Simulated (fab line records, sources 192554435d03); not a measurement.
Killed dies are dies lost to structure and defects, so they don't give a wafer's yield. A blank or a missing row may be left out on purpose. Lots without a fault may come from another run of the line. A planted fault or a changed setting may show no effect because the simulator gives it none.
Which tool did it? | flow n5_finfet | 7 lots, 21 wafers sampled, at 5 steps of a route of 1938

WHAT THE GAUGES READ, wafer by wafer
N5_BEOL_M7_CD_MEAS_18: pitch 80 nm, target cd 40 nm.
lot  | measured     | on        | cd_nm (nm)
L162 | day 9 03:44  | cd_sem-01 | 39.7 39.4 40.2
L165 | day 9 20:50  | cd_sem-02 | - - -
L174 | day 12 16:16 | cd_sem-01 | 40.2 40.2 40.3
L179 | day 12 22:14 | cd_sem-02 | 40.3 40.3 40.2
L178 | day 13 01:01 | cd_sem-01 | 40.9 40.1 39.5
L183 | day 14 21:06 | cd_sem-02 | 38.8 39.8 40.0
L184 | day 15 06:49 | cd_sem-01 | 40.5 40.5 40.6

WHICH TOOL RAN EACH LOT (tool, then ch and the chambers of the sampled wafers, then the start)
lot  | N5_BEOL_M6_SURFACE_TREAT_79  | N5_BEOL_M7_ETCH_61                 | N5_BEOL_M7_ETCH_62                 | N5_BEOL_M7_HM_OPEN_17
L162 | pvd_sputter-03, day 8 22:01  | rie_diel-01 ch 0,1,2, day 9 03:17  | rie_diel-01 ch 0,1,2, day 9 03:20  | rie_metal-03 ch 0,1, day 9 03:31
L165 | pvd_sputter-03, day 9 17:14  | rie_diel-02 ch 1,2,3, day 9 20:24  | rie_diel-02 ch 1,2,3, day 9 20:27  | rie_metal-01 ch 0,1, day 9 20:40
L174 | pvd_sputter-03, day 12 11:22 | rie_diel-01 ch 0,2,3, day 12 15:39 | rie_diel-01 ch 0,2,3, day 12 15:43 | rie_metal-02 ch 0,1, day 12 15:53
L179 | pvd_sputter-02, day 12 18:25 | rie_diel-05 ch 0,1,2, day 12 21:48 | rie_diel-05 ch 0,1,2, day 12 21:51 | rie_metal-01 ch 0,1, day 12 22:02
L178 | pvd_sputter-02, day 12 20:06 | rie_diel-01 ch 0,2, day 13 00:33   | rie_diel-01 ch 0,2, day 13 00:36   | rie_metal-02 ch 0,1, day 13 00:47
L183 | pvd_sputter-02, day 14 11:53 | rie_diel-02 ch 0,1,3, day 14 20:40 | rie_diel-02 ch 0,1,3, day 14 20:44 | rie_metal-01 ch 0,1, day 14 20:55
L184 | pvd_sputter-01, day 15 01:34 | rie_diel-02 ch 2,3, day 15 06:14   | rie_diel-02 ch 2,3, day 15 06:18   | rie_metal-01 ch 1, day 15 06:31
- N5_BEOL_M6_SURFACE_TREAT_79
- N5_BEOL_M7_ETCH_61: etches SiARC in CF4, target depth 45.5 nm, time 75.8 s.
- N5_BEOL_M7_ETCH_62: etches SOC in N2/H2, target depth 110 nm, overetch 22 nm, time 165 s.
- N5_BEOL_M7_HM_OPEN_17: chemistry Cl2/BCl3, target TiN, target depth 20 nm, overetch 6 nm.

THE ANSWER, worked out from the rows above alone
Rule: what is usual is taken from the lots themselves. Put in order of their means at a reading, lots are off if they are a third of the lots or fewer, leave a main group of 4 or more, and stand apart from it by a gap of 3 or more times the standard deviation of the main group's means; of several such gaps the widest counts. A main group whose means are all the same, to the digits that the tables above print for the reading, isn't used. A lot without any number at a reading at which 4 lots or more have one is off too. The other lots that the step has rows for count as sound.
Off: L165, at N5_BEOL_M7_CD_MEAS_18 (cd_nm). Without a number there: L165. The main group: mean 40.1 nm, standard deviation 0.33.
A tool fits if, at a process step before that reading, it ran every lot that is off, and no sound lot after the first of them. The gauges at N5_BEOL_M7_CD_MEAS_18 are tried like those tools. None of those tried fits.

WHAT THE SIMULATOR HAD PUT IN
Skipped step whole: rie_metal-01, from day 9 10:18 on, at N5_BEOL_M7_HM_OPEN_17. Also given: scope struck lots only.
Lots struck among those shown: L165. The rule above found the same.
